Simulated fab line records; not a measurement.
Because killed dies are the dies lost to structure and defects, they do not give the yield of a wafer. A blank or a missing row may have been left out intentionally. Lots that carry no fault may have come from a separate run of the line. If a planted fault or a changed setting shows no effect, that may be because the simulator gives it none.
Chamber matching    flow n5Finfet    4 sister chambers for N5_FIN_SAQP_SPACER2_ALD_28 on aldSin-01
The step deposits SiO2, target thk 8.1 nm, pulse time 1 s, purge time 2 s. 4 wafers are shown with their chamber, then 10 later ones without.

## WAFERS WITH THEIR CHAMBER
wafer   chamber  heaterPowerW (W)
L084.1  3        493
L084.2  2        469
L085.1  0        456
L085.2  1        451

## WAFERS WHOSE CHAMBER IS MISSING
wafer   heaterPowerW (W)
L085.3  502
L086.1  497
L086.2  456
L086.4  446
L088.2  448
L088.3  475
L088.5  445
L095.1  447
L095.2  501
L095.6  473

## THE CHAMBER EACH PASSED THROUGH
wafer   from the rows above      in truth
L085.3  3                        3
L086.1  3                        3
L086.2  can't be placed: 0 or 1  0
L086.4  can't be placed: 1 or 0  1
L088.2  can't be placed: 1 or 0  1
L088.3  2                        2
L088.5  can't be placed: 1 or 0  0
L095.1  can't be placed: 1 or 0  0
L095.2  3                        3
L095.6  2                        2
Correct placement for 5 of the 10. Not placeable from these rows: 5 (in 5, the candidates include the true chamber). 0 placed wrongly.
How it was worked out, from the rows above alone: a wafer's distance from a chamber is the root of the sum, over the readings, of the square of ((its reading less the chamber's mean) divided by the reading's scatter). If the next closest chamber is less than 2 further off than the closest, the wafer can't be placed; otherwise it belongs to the closest. Each chamber's mean is taken over the wafers shown for it. The scatter (one wafer shown for each chamber): square how far every hidden wafer sits from the nearest shown wafer, average those squares and take the square root.
